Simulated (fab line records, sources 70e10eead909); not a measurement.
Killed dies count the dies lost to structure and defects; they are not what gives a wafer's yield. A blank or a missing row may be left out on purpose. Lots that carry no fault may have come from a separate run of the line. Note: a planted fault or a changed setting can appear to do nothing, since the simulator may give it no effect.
fab line records / flow nandHarc / part 2 of 2: steps 5 to 6 of 6
[record] lots = 23 wafers = 69 lastDay = 33
route steps=1302 shown A_CHANNEL_HOLE_D2@604 A_CHANNEL_FILL_D2@629 A_STAIRCASE@652
lots untouched by any fault: they come from a run of this same line in which no faults occurred
startH: start of the lot's first displayed wafer, in hours after the record's first day / waitH: time in hours since the lot's previous step / " repeats the value in the row above / L1.1+2: several wafers, shown together as one row / - either no value or no given start / * or withheld: withheld / < > ~ a bound
route shown NAME@n: NAME is a module with steps in the file, n the number in the route of the first one / usual: average and standard deviation across the fault-free wafers / same: alike in all rows / chamber/n: place in a boat / sites: the reading at each site / _std_site: the standard deviation of these / _edge_site: the outer-site mean with the inner-site mean subtracted / radiusMm: for every site, how far away it sits from the centre of the wafer / mask NAME#n: copy n / behind: tool/chamber where the wafer was last shaped / hold: reason for holding the lot/hours on hold/outcome of the hold / device: whichever transistor did not switch (one of n, p or np) / end of line: tests of these same wafers at the route's end / a step without rows: its recipe alone / killed: dies that structure and defects cost at the first sort, which is not the same as the wafer's yield / map: per-die view of a wafer (x killed, . not killed, _ where there is no die)
set.NAME: the setting the step ran with; set.NAME@STEP: the setting that earlier step ran with / model.NAME: the simulator's own value behind a step, which no gauge read
route steps across a sampled set of lots; one table per step, one row per wafer
services: a tool's chamber out of use, with start hour (startH, from the record's first day; less than 0 if before it), hours out, and reason
[[steps]]
[step NHARC_A_STAIRCASE_ETCH_17]
[recipe] targetDepthA = 1000 timeS = 40.5 ionEnergyEv = 400 c4f8FlowSccm = 20 o2FlowSccm = 10 arFlowSccm = withheld rfW = 600 biasW = 1000 chemistry = C4F8/O2
[usual] oesProductAu = 0.942/0.015 rfVppV = 894/4.6
lot.wafer=L075.3 tool=rieDiel-02 chamber=1 startH=- waitH=- oesProductAu=0.938 rfHoursCounterH=51 rfVppV=889
lot.wafer=L075.2 tool=rieDiel-02 chamber=3 startH=- waitH=- oesProductAu=0.937 rfHoursCounterH=48 rfVppV=891
lot.wafer=L075.5 tool=rieDiel-02 chamber=0 startH=- waitH=- oesProductAu=0.932 rfHoursCounterH=- rfVppV=887
lot.wafer=L074.3 tool=rieDiel-02 chamber=3 startH=- waitH=- oesProductAu=0.929 rfHoursCounterH=51 rfVppV=889
lot.wafer=L074.2 tool=rieDiel-02 chamber=1 startH=- waitH=- oesProductAu=0.948 rfHoursCounterH=53 rfVppV=891
lot.wafer=L074.4 tool=rieDiel-02 chamber=2 startH=- waitH=- oesProductAu=0.926 rfHoursCounterH=50 rfVppV=893
lot.wafer=L076.1 tool=rieDiel-02 chamber=3 startH=- waitH=- oesProductAu=0.931 rfHoursCounterH=51 rfVppV=890
lot.wafer=L076.6 tool=rieDiel-02 chamber=1 startH=- waitH=- oesProductAu=0.955 rfHoursCounterH=- rfVppV=889
lot.wafer=L076.5 tool=rieDiel-02 chamber=2 startH=- waitH=- oesProductAu=0.936 rfHoursCounterH=- rfVppV=893
lot.wafer=L078.2 tool=rieDiel-12 chamber=2 startH=- waitH=- oesProductAu=0.982 rfHoursCounterH=35 rfVppV=893
lot.wafer=L078.4 tool=rieDiel-12 chamber=3 startH=- waitH=- oesProductAu=0.952 rfHoursCounterH=45 rfVppV=894
lot.wafer=L078.5 tool=rieDiel-12 chamber=2 startH=- waitH=- oesProductAu=0.980 rfHoursCounterH=- rfVppV=893
lot.wafer=L077.1 tool=rieDiel-02 chamber=1 startH=- waitH=- oesProductAu=0.922 rfHoursCounterH=5 rfVppV=889
lot.wafer=L077.5 tool=rieDiel-02 chamber=0 startH=- waitH=- oesProductAu=0.961 rfHoursCounterH=- rfVppV=887
lot.wafer=L077.6 tool=rieDiel-02 chamber=1 startH=- waitH=- oesProductAu=0.931 rfHoursCounterH=- rfVppV=889
lot.wafer=L079.2 tool=rieDiel-12 chamber=2 startH=- waitH=- oesProductAu=0.960 rfHoursCounterH=43 rfVppV=893
lot.wafer=L079.4 tool=rieDiel-12 chamber=2 startH=- waitH=- oesProductAu=0.964 rfHoursCounterH=- rfVppV=895
lot.wafer=L079.5 tool=rieDiel-12 chamber=1 startH=- waitH=- oesProductAu=0.960 rfHoursCounterH=- rfVppV=892
lot.wafer=L080.4 tool=rieDiel-09 chamber=3 startH=- waitH=- oesProductAu=0.951 rfHoursCounterH=27 rfVppV=900
lot.wafer=L080.3 tool=rieDiel-09 chamber=1 startH=- waitH=- oesProductAu=0.953 rfHoursCounterH=23 rfVppV=901
lot.wafer=L080.6 tool=rieDiel-09 chamber=2 startH=- waitH=- oesProductAu=0.942 rfHoursCounterH=- rfVppV=897
lot.wafer=L081.4 tool=rieDiel-09 chamber=1 startH=- waitH=- oesProductAu=0.939 rfHoursCounterH=- rfVppV=901
lot.wafer=L081.5 tool=rieDiel-09 chamber=3 startH=- waitH=- oesProductAu=0.948 rfHoursCounterH=- rfVppV=900
lot.wafer=L081.6 tool=rieDiel-09 chamber=0 startH=- waitH=- oesProductAu=0.932 rfHoursCounterH=- rfVppV=895
lot.wafer=L082.1 tool=rieDiel-12 chamber=3 startH=- waitH=- oesProductAu=0.941 rfHoursCounterH=58 rfVppV=893
lot.wafer=L082.4 tool=rieDiel-12 chamber=0 startH=- waitH=- oesProductAu=0.938 rfHoursCounterH=62 rfVppV=888
lot.wafer=L082.5 tool=rieDiel-12 chamber=2 startH=- waitH=- oesProductAu=0.968 rfHoursCounterH=- rfVppV=893
lot.wafer=L083.1 tool=rieDiel-09 chamber=0 startH=- waitH=- oesProductAu=0.927 rfHoursCounterH=42 rfVppV=897
lot.wafer=L083.2 tool=rieDiel-09 chamber=3 startH=- waitH=- oesProductAu=0.941 rfHoursCounterH=41 rfVppV=900
lot.wafer=L083.6 tool=rieDiel-09 chamber=1 startH=- waitH=- oesProductAu=0.925 rfHoursCounterH=- rfVppV=900
lot.wafer=L084.4 tool=rieDiel-09 chamber=1 startH=- waitH=- oesProductAu=0.922 rfHoursCounterH=36 rfVppV=902
lot.wafer=L084.3 tool=rieDiel-09 chamber=2 startH=- waitH=- oesProductAu=0.947 rfHoursCounterH=38 rfVppV=898
lot.wafer=L084.2 tool=rieDiel-09 chamber=3 startH=- waitH=- oesProductAu=0.947 rfHoursCounterH=42 rfVppV=899
lot.wafer=L085.4 tool=rieDiel-02 chamber=1 startH=- waitH=- oesProductAu=0.928 rfHoursCounterH=25 rfVppV=889
lot.wafer=L085.1 tool=rieDiel-02 chamber=2 startH=- waitH=- oesProductAu=0.954 rfHoursCounterH=24 rfVppV=893
lot.wafer=L085.5 tool=rieDiel-02 chamber=3 startH=- waitH=- oesProductAu=0.951 rfHoursCounterH=- rfVppV=890
lot.wafer=L087.3 tool=rieDiel-12 chamber=2 startH=- waitH=- oesProductAu=0.963 rfHoursCounterH=8 rfVppV=894
lot.wafer=L087.2 tool=rieDiel-12 chamber=3 startH=- waitH=- oesProductAu=0.954 rfHoursCounterH=8 rfVppV=893
lot.wafer=L087.1 tool=rieDiel-12 chamber=0 startH=- waitH=- oesProductAu=0.953 rfHoursCounterH=8 rfVppV=889
lot.wafer=L088.3 tool=rieDiel-02 chamber=2 startH=- waitH=- oesProductAu=0.955 rfHoursCounterH=38 rfVppV=892
lot.wafer=L088.4 tool=rieDiel-02 chamber=3 startH=- waitH=- oesProductAu=0.946 rfHoursCounterH=36 rfVppV=890
lot.wafer=L088.1 tool=rieDiel-02 chamber=1 startH=- waitH=- oesProductAu=0.946 rfHoursCounterH=38 rfVppV=889
lot.wafer=L089.1 tool=rieDiel-09 chamber=0 startH=- waitH=- oesProductAu=0.949 rfHoursCounterH=1 rfVppV=896
lot.wafer=L089.3 tool=rieDiel-09 chamber=1 startH=- waitH=- oesProductAu=0.929 rfHoursCounterH=1 rfVppV=901
lot.wafer=L089.2 tool=rieDiel-09 chamber=3 startH=- waitH=- oesProductAu=0.971 rfHoursCounterH=1 rfVppV=898
lot.wafer=L090.3 tool=rieDiel-12 chamber=2 startH=- waitH=- oesProductAu=0.928 rfHoursCounterH=20 rfVppV=893
lot.wafer=L090.1 tool=rieDiel-12 chamber=3 startH=- waitH=- oesProductAu=0.933 rfHoursCounterH=21 rfVppV=893
lot.wafer=L090.4 tool=rieDiel-12 chamber=1 startH=- waitH=- oesProductAu=0.919 rfHoursCounterH=20 rfVppV=892
lot.wafer=L092.4 tool=rieDiel-12 chamber=3 startH=- waitH=- oesProductAu=0.954 rfHoursCounterH=30 rfVppV=893
lot.wafer=L092.2 tool=rieDiel-12 chamber=0 startH=- waitH=- oesProductAu=0.953 rfHoursCounterH=29 rfVppV=887
lot.wafer=L092.1 tool=rieDiel-12 chamber=2 startH=- waitH=- oesProductAu=0.944 rfHoursCounterH=28 rfVppV=892
lot.wafer=L091.1 tool=rieDiel-02 chamber=2 startH=- waitH=- oesProductAu=0.924 rfHoursCounterH=45 rfVppV=893
lot.wafer=L091.3 tool=rieDiel-02 chamber=3 startH=- waitH=- oesProductAu=0.931 rfHoursCounterH=- rfVppV=887
lot.wafer=L091.5 tool=rieDiel-02 chamber=3 startH=- waitH=- oesProductAu=0.928 rfHoursCounterH=- rfVppV=889
lot.wafer=L093.3 tool=rieDiel-12 chamber=2 startH=- waitH=- oesProductAu=0.955 rfHoursCounterH=32 rfVppV=892
lot.wafer=L093.1 tool=rieDiel-12 chamber=3 startH=- waitH=- oesProductAu=0.937 rfHoursCounterH=36 rfVppV=894
lot.wafer=L093.5 tool=rieDiel-12 chamber=3 startH=- waitH=- oesProductAu=0.951 rfHoursCounterH=- rfVppV=893
lot.wafer=L095.3 tool=rieDiel-09 chamber=3 startH=- waitH=- oesProductAu=0.958 rfHoursCounterH=16 rfVppV=900
lot.wafer=L095.4 tool=rieDiel-09 chamber=0 startH=- waitH=- oesProductAu=0.924 rfHoursCounterH=14 rfVppV=895
lot.wafer=L095.1 tool=rieDiel-09 chamber=1 startH=- waitH=- oesProductAu=0.928 rfHoursCounterH=14 rfVppV=900
lot.wafer=L094.1 tool=rieDiel-09 chamber=2 startH=- waitH=- oesProductAu=0.934 rfHoursCounterH=17 rfVppV=896
lot.wafer=L094.4 tool=rieDiel-09 chamber=3 startH=- waitH=- oesProductAu=0.955 rfHoursCounterH=17 rfVppV=899
lot.wafer=L094.5 tool=rieDiel-09 chamber=0 startH=- waitH=- oesProductAu=0.927 rfHoursCounterH=- rfVppV=896
lot.wafer=L097.1 tool=rieDiel-12 chamber=3 startH=- waitH=- oesProductAu=0.934 rfHoursCounterH=51 rfVppV=891
lot.wafer=L097.5 tool=rieDiel-12 chamber=2 startH=- waitH=- oesProductAu=0.941 rfHoursCounterH=- rfVppV=892
lot.wafer=L097.6 tool=rieDiel-12 chamber=3 startH=- waitH=- oesProductAu=0.926 rfHoursCounterH=- rfVppV=894
lot.wafer=L096.2 tool=rieDiel-02 chamber=1 startH=- waitH=- oesProductAu=0.922 rfHoursCounterH=1 rfVppV=887
lot.wafer=L096.1 tool=rieDiel-02 chamber=2 startH=- waitH=- oesProductAu=0.920 rfHoursCounterH=1 rfVppV=892
lot.wafer=L096.3 tool=rieDiel-02 chamber=0 startH=- waitH=- oesProductAu=0.931 rfHoursCounterH=1 rfVppV=906
[step NHARC_A_STAIRCASE_TRIM_18]
[recipe] timeS = 211.2 o2FlowSccm = 500 arFlowSccm = 0 biasW = 0 chemistry = O2
[usual] drypumpMotorCurrentA = 5.8/0.57 oesProductAu = 1.003/0.012 rfVppV = 57.6/0.88 showerheadPlenumPTorr = 3.46/0.12 throttleValvePct = 17.038/0.01
lot.wafer=L075.2 tool=rieDiel-02 chamber=3 startH=- waitH=- drypumpMotorCurrentA=6.0 oesProductAu=1.009 rfHoursCounterH=48 rfVppV=57.8 showerheadPlenumPTorr=3.38 throttleValvePct=17.043
lot.wafer=L075.3 tool=rieDiel-02 chamber=0 startH=- waitH=- drypumpMotorCurrentA=5.6 oesProductAu=1.005 rfHoursCounterH=51 rfVppV=58.3 showerheadPlenumPTorr=3.30 throttleValvePct=17.034
lot.wafer=L075.5 tool=rieDiel-02 chamber=2 startH=- waitH=- drypumpMotorCurrentA=4.8 oesProductAu=0.989 rfHoursCounterH=- rfVppV=57.3 showerheadPlenumPTorr=3.46 throttleValvePct=17.020
lot.wafer=L074.4 tool=rieDiel-02 chamber=3 startH=- waitH=- drypumpMotorCurrentA=6.1 oesProductAu=1.005 rfHoursCounterH=51 rfVppV=56.9 showerheadPlenumPTorr=3.38 throttleValvePct=17.053
lot.wafer=L074.3 tool=rieDiel-02 chamber=0 startH=- waitH=- drypumpMotorCurrentA=5.6 oesProductAu=1.003 rfHoursCounterH=53 rfVppV=56.8 showerheadPlenumPTorr=3.30 throttleValvePct=17.038
lot.wafer=L074.2 tool=rieDiel-02 chamber=1 startH=- waitH=- drypumpMotorCurrentA=6.1 oesProductAu=0.997 rfHoursCounterH=53 rfVppV=57.4 showerheadPlenumPTorr=3.35 throttleValvePct=17.043
lot.wafer=L076.1 tool=rieDiel-02 chamber=3 startH=- waitH=- drypumpMotorCurrentA=6.1 oesProductAu=0.997 rfHoursCounterH=51 rfVppV=57.5 showerheadPlenumPTorr=3.38 throttleValvePct=17.034
lot.wafer=L076.6 tool=rieDiel-02 chamber=0 startH=- waitH=- drypumpMotorCurrentA=5.6 oesProductAu=1.015 rfHoursCounterH=- rfVppV=58.3 showerheadPlenumPTorr=3.30 throttleValvePct=17.051
lot.wafer=L076.5 tool=rieDiel-02 chamber=1 startH=- waitH=- drypumpMotorCurrentA=6.1 oesProductAu=1.004 rfHoursCounterH=- rfVppV=58.0 showerheadPlenumPTorr=3.35 throttleValvePct=17.040
lot.wafer=L078.4 tool=rieDiel-12 chamber=3 startH=- waitH=- drypumpMotorCurrentA=5.3 oesProductAu=1.000 rfHoursCounterH=45 rfVppV=57.7 showerheadPlenumPTorr=3.47 throttleValvePct=17.021
lot.wafer=L078.2 tool=rieDiel-12 chamber=1 startH=- waitH=- drypumpMotorCurrentA=6.1 oesProductAu=1.019 rfHoursCounterH=34 rfVppV=58.3 showerheadPlenumPTorr=3.45 throttleValvePct=17.038
lot.wafer=L078.5 tool=rieDiel-12 chamber=3 startH=- waitH=- drypumpMotorCurrentA=5.4 oesProductAu=1.003 rfHoursCounterH=- rfVppV=58.1 showerheadPlenumPTorr=3.47 throttleValvePct=17.025
lot.wafer=L077.1 tool=rieDiel-02 chamber=1 startH=- waitH=- drypumpMotorCurrentA=6.1 oesProductAu=0.980 rfHoursCounterH=5 rfVppV=58.0 showerheadPlenumPTorr=3.34 throttleValvePct=17.028
lot.wafer=L077.6 tool=rieDiel-02 chamber=2 startH=- waitH=- drypumpMotorCurrentA=4.8 oesProductAu=0.993 rfHoursCounterH=- rfVppV=57.5 showerheadPlenumPTorr=3.46 throttleValvePct=17.049
lot.wafer=L077.5 tool=rieDiel-02 chamber=3 startH=- waitH=- drypumpMotorCurrentA=6.1 oesProductAu=1.011 rfHoursCounterH=- rfVppV=58.2 showerheadPlenumPTorr=3.37 throttleValvePct=17.032
lot.wafer=L079.2 tool=rieDiel-12 chamber=0 startH=- waitH=- drypumpMotorCurrentA=6.8 oesProductAu=1.007 rfHoursCounterH=49 rfVppV=56.7 showerheadPlenumPTorr=3.32 throttleValvePct=17.031
lot.wafer=L079.4 tool=rieDiel-12 chamber=2 startH=- waitH=- drypumpMotorCurrentA=5.9 oesProductAu=1.026 rfHoursCounterH=- rfVppV=57.4 showerheadPlenumPTorr=3.47 throttleValvePct=17.038
lot.wafer=L079.5 tool=rieDiel-12 chamber=1 startH=- waitH=- drypumpMotorCurrentA=6.2 oesProductAu=1.018 rfHoursCounterH=- rfVppV=55.7 showerheadPlenumPTorr=3.44 throttleValvePct=17.034
lot.wafer=L080.3 tool=rieDiel-09 chamber=0 startH=- waitH=- drypumpMotorCurrentA=5.3 oesProductAu=0.981 rfHoursCounterH=28 rfVppV=57.3 showerheadPlenumPTorr=3.53 throttleValvePct=17.056
lot.wafer=L080.4 tool=rieDiel-09 chamber=2 startH=- waitH=- drypumpMotorCurrentA=5.5 oesProductAu=1.001 rfHoursCounterH=26 rfVppV=56.5 showerheadPlenumPTorr=3.58 throttleValvePct=17.024
lot.wafer=L080.6 tool=rieDiel-09 chamber=0 startH=- waitH=- drypumpMotorCurrentA=5.3 oesProductAu=0.977 rfHoursCounterH=- rfVppV=57.5 showerheadPlenumPTorr=3.53 throttleValvePct=17.053
lot.wafer=L081.4 tool=rieDiel-09 chamber=1 startH=- waitH=- drypumpMotorCurrentA=5.6 oesProductAu=1.000 rfHoursCounterH=- rfVppV=58.6 showerheadPlenumPTorr=3.67 throttleValvePct=17.031
lot.wafer=L081.5 tool=rieDiel-09 chamber=3 startH=- waitH=- drypumpMotorCurrentA=6.6 oesProductAu=0.996 rfHoursCounterH=- rfVppV=58.8 showerheadPlenumPTorr=3.65 throttleValvePct=17.057
lot.wafer=L081.6 tool=rieDiel-09 chamber=0 startH=- waitH=- drypumpMotorCurrentA=5.3 oesProductAu=0.976 rfHoursCounterH=- rfVppV=57.4 showerheadPlenumPTorr=3.53 throttleValvePct=17.044
lot.wafer=L082.4 tool=rieDiel-12 chamber=2 startH=- waitH=- drypumpMotorCurrentA=5.9 oesProductAu=1.029 rfHoursCounterH=53 rfVppV=57.3 showerheadPlenumPTorr=3.46 throttleValvePct=17.045
lot.wafer=L082.1 tool=rieDiel-12 chamber=0 startH=- waitH=- drypumpMotorCurrentA=6.7 oesProductAu=1.001 rfHoursCounterH=62 rfVppV=57.9 showerheadPlenumPTorr=3.31 throttleValvePct=17.028
lot.wafer=L082.5 tool=rieDiel-12 chamber=2 startH=- waitH=- drypumpMotorCurrentA=5.9 oesProductAu=1.032 rfHoursCounterH=- rfVppV=59.5 showerheadPlenumPTorr=3.46 throttleValvePct=17.049
lot.wafer=L083.1 tool=rieDiel-09 chamber=2 startH=- waitH=- drypumpMotorCurrentA=5.5 oesProductAu=1.007 rfHoursCounterH=38 rfVppV=58.2 showerheadPlenumPTorr=3.58 throttleValvePct=17.028
lot.wafer=L083.2 tool=rieDiel-09 chamber=0 startH=- waitH=- drypumpMotorCurrentA=5.3 oesProductAu=0.981 rfHoursCounterH=42 rfVppV=58.4 showerheadPlenumPTorr=3.52 throttleValvePct=17.038
lot.wafer=L083.6 tool=rieDiel-09 chamber=3 startH=- waitH=- drypumpMotorCurrentA=6.6 oesProductAu=1.008 rfHoursCounterH=- rfVppV=57.8 showerheadPlenumPTorr=3.65 throttleValvePct=17.030
lot.wafer=L084.4 tool=rieDiel-09 chamber=0 startH=- waitH=- drypumpMotorCurrentA=5.4 oesProductAu=0.991 rfHoursCounterH=43 rfVppV=57.8 showerheadPlenumPTorr=3.52 throttleValvePct=17.038
lot.wafer=L084.3 tool=rieDiel-09 chamber=1 startH=- waitH=- drypumpMotorCurrentA=5.6 oesProductAu=0.982 rfHoursCounterH=36 rfVppV=59.5 showerheadPlenumPTorr=3.66 throttleValvePct=17.040
lot.wafer=L084.2 tool=rieDiel-09 chamber=2 startH=- waitH=- drypumpMotorCurrentA=5.5 oesProductAu=1.002 rfHoursCounterH=38 rfVppV=58.5 showerheadPlenumPTorr=3.58 throttleValvePct=17.052
lot.wafer=L085.1 tool=rieDiel-02 chamber=1 startH=- waitH=- drypumpMotorCurrentA=6.1 oesProductAu=0.978 rfHoursCounterH=25 rfVppV=55.7 showerheadPlenumPTorr=3.33 throttleValvePct=17.037
lot.wafer=L085.4 tool=rieDiel-02 chamber=0 startH=- waitH=- drypumpMotorCurrentA=5.5 oesProductAu=1.010 rfHoursCounterH=23 rfVppV=55.7 showerheadPlenumPTorr=3.28 throttleValvePct=17.035
lot.wafer=L085.5 tool=rieDiel-02 chamber=2 startH=- waitH=- drypumpMotorCurrentA=4.8 oesProductAu=0.983 rfHoursCounterH=- rfVppV=58.7 showerheadPlenumPTorr=3.45 throttleValvePct=17.040
lot.wafer=L087.1 tool=rieDiel-12 chamber=2 startH=- waitH=- drypumpMotorCurrentA=5.9 oesProductAu=1.009 rfHoursCounterH=8 rfVppV=55.8 showerheadPlenumPTorr=3.46 throttleValvePct=17.042
lot.wafer=L087.2 tool=rieDiel-12 chamber=3 startH=- waitH=- drypumpMotorCurrentA=5.4 oesProductAu=0.999 rfHoursCounterH=8 rfVppV=58.4 showerheadPlenumPTorr=3.46 throttleValvePct=17.044
lot.wafer=L087.3 tool=rieDiel-12 chamber=0 startH=- waitH=- drypumpMotorCurrentA=6.8 oesProductAu=0.997 rfHoursCounterH=8 rfVppV=57.3 showerheadPlenumPTorr=3.31 throttleValvePct=17.047
lot.wafer=L088.1 tool=rieDiel-02 chamber=3 startH=- waitH=- drypumpMotorCurrentA=6.1 oesProductAu=1.007 rfHoursCounterH=36 rfVppV=55.3 showerheadPlenumPTorr=3.35 throttleValvePct=17.051
lot.wafer=L088.3 tool=rieDiel-02 chamber=1 startH=- waitH=- drypumpMotorCurrentA=6.1 oesProductAu=0.988 rfHoursCounterH=38 rfVppV=56.2 showerheadPlenumPTorr=3.32 throttleValvePct=17.017
lot.wafer=L088.4 tool=rieDiel-02 chamber=2 startH=- waitH=- drypumpMotorCurrentA=4.7 oesProductAu=1.005 rfHoursCounterH=38 rfVppV=57.6 showerheadPlenumPTorr=3.44 throttleValvePct=17.036
lot.wafer=L089.1 tool=rieDiel-09 chamber=3 startH=- waitH=- drypumpMotorCurrentA=6.6 oesProductAu=1.029 rfHoursCounterH=1 rfVppV=57.2 showerheadPlenumPTorr=3.64 throttleValvePct=17.033
lot.wafer=L089.3 tool=rieDiel-09 chamber=0 startH=- waitH=- drypumpMotorCurrentA=5.4 oesProductAu=0.988 rfHoursCounterH=1 rfVppV=56.4 showerheadPlenumPTorr=3.51 throttleValvePct=17.038
lot.wafer=L089.2 tool=rieDiel-09 chamber=1 startH=- waitH=- drypumpMotorCurrentA=5.6 oesProductAu=0.978 rfHoursCounterH=1 rfVppV=58.0 showerheadPlenumPTorr=3.66 throttleValvePct=17.040
lot.wafer=L090.3 tool=rieDiel-12 chamber=1 startH=- waitH=- drypumpMotorCurrentA=6.1 oesProductAu=0.990 rfHoursCounterH=20 rfVppV=58.0 showerheadPlenumPTorr=3.43 throttleValvePct=17.032
lot.wafer=L090.1 tool=rieDiel-12 chamber=2 startH=- waitH=- drypumpMotorCurrentA=5.8 oesProductAu=1.016 rfHoursCounterH=20 rfVppV=57.8 showerheadPlenumPTorr=3.45 throttleValvePct=17.026
lot.wafer=L090.4 tool=rieDiel-12 chamber=3 startH=- waitH=- drypumpMotorCurrentA=5.4 oesProductAu=1.007 rfHoursCounterH=21 rfVppV=56.9 showerheadPlenumPTorr=3.45 throttleValvePct=17.027
lot.wafer=L092.1 tool=rieDiel-12 chamber=0 startH=- waitH=- drypumpMotorCurrentA=6.8 oesProductAu=1.014 rfHoursCounterH=29 rfVppV=56.7 showerheadPlenumPTorr=3.30 throttleValvePct=17.031
lot.wafer=L092.4 tool=rieDiel-12 chamber=1 startH=- waitH=- drypumpMotorCurrentA=6.2 oesProductAu=0.998 rfHoursCounterH=26 rfVppV=56.6 showerheadPlenumPTorr=3.42 throttleValvePct=17.032
lot.wafer=L092.2 tool=rieDiel-12 chamber=3 startH=- waitH=- drypumpMotorCurrentA=5.4 oesProductAu=1.016 rfHoursCounterH=30 rfVppV=57.1 showerheadPlenumPTorr=3.45 throttleValvePct=17.047
lot.wafer=L091.1 tool=rieDiel-02 chamber=2 startH=- waitH=- drypumpMotorCurrentA=4.7 oesProductAu=0.993 rfHoursCounterH=45 rfVppV=56.7 showerheadPlenumPTorr=3.44 throttleValvePct=17.035
lot.wafer=L091.3 tool=rieDiel-02 chamber=3 startH=- waitH=- drypumpMotorCurrentA=6.1 oesProductAu=0.997 rfHoursCounterH=- rfVppV=55.3 showerheadPlenumPTorr=3.35 throttleValvePct=17.028
lot.wafer=L091.5 tool=rieDiel-02 chamber=2 startH=- waitH=- drypumpMotorCurrentA=4.8 oesProductAu=1.008 rfHoursCounterH=- rfVppV=57.5 showerheadPlenumPTorr=3.44 throttleValvePct=17.044
lot.wafer=L093.1 tool=rieDiel-12 chamber=1 startH=- waitH=- drypumpMotorCurrentA=6.2 oesProductAu=0.993 rfHoursCounterH=29 rfVppV=58.6 showerheadPlenumPTorr=3.42 throttleValvePct=17.037
lot.wafer=L093.3 tool=rieDiel-12 chamber=2 startH=- waitH=- drypumpMotorCurrentA=5.9 oesProductAu=1.000 rfHoursCounterH=32 rfVppV=58.4 showerheadPlenumPTorr=3.44 throttleValvePct=17.029
lot.wafer=L093.5 tool=rieDiel-12 chamber=0 startH=- waitH=- drypumpMotorCurrentA=6.8 oesProductAu=1.006 rfHoursCounterH=- rfVppV=56.3 showerheadPlenumPTorr=3.29 throttleValvePct=17.044
lot.wafer=L095.3 tool=rieDiel-09 chamber=0 startH=- waitH=- drypumpMotorCurrentA=5.4 oesProductAu=1.002 rfHoursCounterH=14 rfVppV=57.6 showerheadPlenumPTorr=3.51 throttleValvePct=17.038
lot.wafer=L095.1 tool=rieDiel-09 chamber=1 startH=- waitH=- drypumpMotorCurrentA=5.6 oesProductAu=0.987 rfHoursCounterH=14 rfVppV=57.4 showerheadPlenumPTorr=3.65 throttleValvePct=17.033
lot.wafer=L095.4 tool=rieDiel-09 chamber=2 startH=- waitH=- drypumpMotorCurrentA=5.5 oesProductAu=1.010 rfHoursCounterH=17 rfVppV=58.2 showerheadPlenumPTorr=3.56 throttleValvePct=17.036
lot.wafer=L094.1 tool=rieDiel-09 chamber=0 startH=- waitH=- drypumpMotorCurrentA=5.3 oesProductAu=1.008 rfHoursCounterH=15 rfVppV=58.5 showerheadPlenumPTorr=3.50 throttleValvePct=17.045
lot.wafer=L094.4 tool=rieDiel-09 chamber=1 startH=- waitH=- drypumpMotorCurrentA=5.6 oesProductAu=0.999 rfHoursCounterH=15 rfVppV=58.5 showerheadPlenumPTorr=3.65 throttleValvePct=17.033
lot.wafer=L094.5 tool=rieDiel-09 chamber=2 startH=- waitH=- drypumpMotorCurrentA=5.5 oesProductAu=1.019 rfHoursCounterH=- rfVppV=58.7 showerheadPlenumPTorr=3.56 throttleValvePct=17.030
lot.wafer=L096.3 tool=rieDiel-02 chamber=1 startH=- waitH=- drypumpMotorCurrentA=6.1 oesProductAu=0.992 rfHoursCounterH=1 rfVppV=56.5 showerheadPlenumPTorr=3.31 throttleValvePct=17.031
lot.wafer=L096.2 tool=rieDiel-02 chamber=2 startH=- waitH=- drypumpMotorCurrentA=4.7 oesProductAu=0.999 rfHoursCounterH=1 rfVppV=56.9 showerheadPlenumPTorr=3.43 throttleValvePct=17.050
lot.wafer=L096.1 tool=rieDiel-02 chamber=0 startH=- waitH=- drypumpMotorCurrentA=5.6 oesProductAu=0.987 rfHoursCounterH=1 rfVppV=58.4 showerheadPlenumPTorr=3.81 throttleValvePct=17.043
lot.wafer=L097.1 tool=rieDiel-12 chamber=0 startH=- waitH=- drypumpMotorCurrentA=6.7 oesProductAu=1.003 rfHoursCounterH=51 rfVppV=57.7 showerheadPlenumPTorr=3.29 throttleValvePct=17.058
lot.wafer=L097.5 tool=rieDiel-12 chamber=3 startH=- waitH=- drypumpMotorCurrentA=5.4 oesProductAu=1.001 rfHoursCounterH=- rfVppV=57.7 showerheadPlenumPTorr=3.44 throttleValvePct=17.043
lot.wafer=L097.6 tool=rieDiel-12 chamber=0 startH=- waitH=- drypumpMotorCurrentA=6.7 oesProductAu=1.000 rfHoursCounterH=- rfVppV=57.9 showerheadPlenumPTorr=3.29 throttleValvePct=17.039
[[services]]
tool=rieDiel-02 chamber=0 startH=287.48 hours=2.4 kind=repair
tool=rieDiel-05 chamber=1 startH=299.78 hours=3.2 kind=repair
tool=rieDiel-05 chamber=3 startH=302.66 hours=5.4 kind=repair
tool=rieDiel-04 chamber=2 startH=308.22 hours=9.9 kind=repair
tool=rieDiel-09 chamber=1 startH=319.43 hours=1.2 kind=repair
tool=rieDiel-09 chamber=- startH=320.19 hours=9.0 kind=pm
tool=rieDiel-04 chamber=1 startH=331.78 hours=1.3 kind=repair
tool=rieDiel-12 chamber=0 startH=343.12 hours=11.2 kind=repair
tool=rieDiel-09 chamber=- startH=351.97 hours=4.2 kind=repair
tool=rieDiel-04 chamber=- startH=354.90 hours=9.0 kind=pm
tool=rieDiel-04 chamber=1 startH=367.83 hours=2.4 kind=repair
tool=rieDiel-02 chamber=- startH=394.09 hours=9.0 kind=pm
tool=rieDiel-04 chamber=3 startH=394.43 hours=13.1 kind=repair
tool=rieDiel-12 chamber=3 startH=397.22 hours=12.4 kind=repair
tool=rieDiel-04 chamber=0 startH=410.01 hours=8.0 kind=repair
tool=rieDiel-04 chamber=2 startH=412.94 hours=13.6 kind=repair
tool=rieDiel-09 chamber=2 startH=427.47 hours=7.2 kind=repair
tool=rieDiel-09 chamber=- startH=497.19 hours=9.0 kind=pm
tool=rieDiel-04 chamber=0 startH=497.22 hours=3.1 kind=repair
tool=rieDiel-04 chamber=3 startH=509.12 hours=16.3 kind=repair
tool=rieDiel-02 chamber=1 startH=529.22 hours=12.6 kind=repair
tool=rieDiel-04 chamber=- startH=531.90 hours=9.0 kind=pm
tool=rieDiel-04 chamber=- startH=554.37 hours=0.3 kind=repair
tool=rieDiel-02 chamber=- startH=571.09 hours=9.0 kind=pm
